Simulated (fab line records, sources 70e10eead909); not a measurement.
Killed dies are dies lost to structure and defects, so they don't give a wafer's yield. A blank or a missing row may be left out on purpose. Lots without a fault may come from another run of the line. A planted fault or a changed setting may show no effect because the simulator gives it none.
One fault seen from 2 desks | flow nand_harc | each desk has only its own numbers; what lay behind them comes last

THE METROLOGY DESK
What the gauges read, lot by lot, whatever tool the lot ran on: means of the sampled wafers that have a number. A lot is out of limits, marked OUT, if its mean lies more than 4 standard deviations from the usual mean; the brackets give that distance.
Columns: A = cd_nm at NHARC_THIN_TSV_CD_MEAS_33, usual 5000.4 nm
lot  | first seen here | A
L483 | day 24 22:40    | 5000.1
L485 | day 24 23:43    | 5001.1
L484 | day 25 00:58    | 5000.5
L492 | day 28 09:04    | 5001.1
L496 | day 29 22:16    | 5000.5
L495 | day 29 23:26    | 4998.3
L498 | day 30 02:38    | 4999.8
L497 | day 30 03:52    | 5000.2
L501 | day 31 04:16    | 5001.8
L500 | day 31 12:37    | 5002.6
L502 | day 32 11:46    | 4998.9
L503 | day 32 22:51    | 5000.9
L504 | day 33 00:15    | 5000.3
This desk's finding: nothing out of limits on any of the 13 lots.

THE TOOL OWNER'S DESK: pvd_sputter-03
The tool's own readings at NHARC_P_M0_PVD_21 (deposits Cu, target thk 30 nm, time 20.49 s): means of the sampled wafers that have a number, for each lot that ran on this tool. A lot is out of limits, marked OUT, if its mean lies more than 4 standard deviations from the usual mean; the brackets give that distance.
Columns: A = chamber_pressure_pa at NHARC_P_M0_PVD_21, usual 4.999 Pa; B = substrate_temp_c at NHARC_P_M0_PVD_21, usual 30.02 C; C = throttle_valve_pct at NHARC_P_M0_PVD_21, usual 30.2 %
lot  | first seen here | A     | B     | C
L483 | day 6 11:46     | 5.005 | 30.03 | 29.8
L485 | day 7 15:15     | 5.000 | 29.99 | 30.0
L492 | day 10 12:59    | 4.993 | 30.01 | 29.2
L501 | day 13 19:52    | 5.004 | 30.05 | 29.8
L503 | day 14 14:40    | 5.001 | 29.99 | 29.1
This desk's finding: nothing out of limits on any of the 5 lots.

PUT TOGETHER
The metrology desk saw nothing out of limits.
The tool owner's desk saw nothing out of limits.

WHAT THE SIMULATOR HAD PUT IN
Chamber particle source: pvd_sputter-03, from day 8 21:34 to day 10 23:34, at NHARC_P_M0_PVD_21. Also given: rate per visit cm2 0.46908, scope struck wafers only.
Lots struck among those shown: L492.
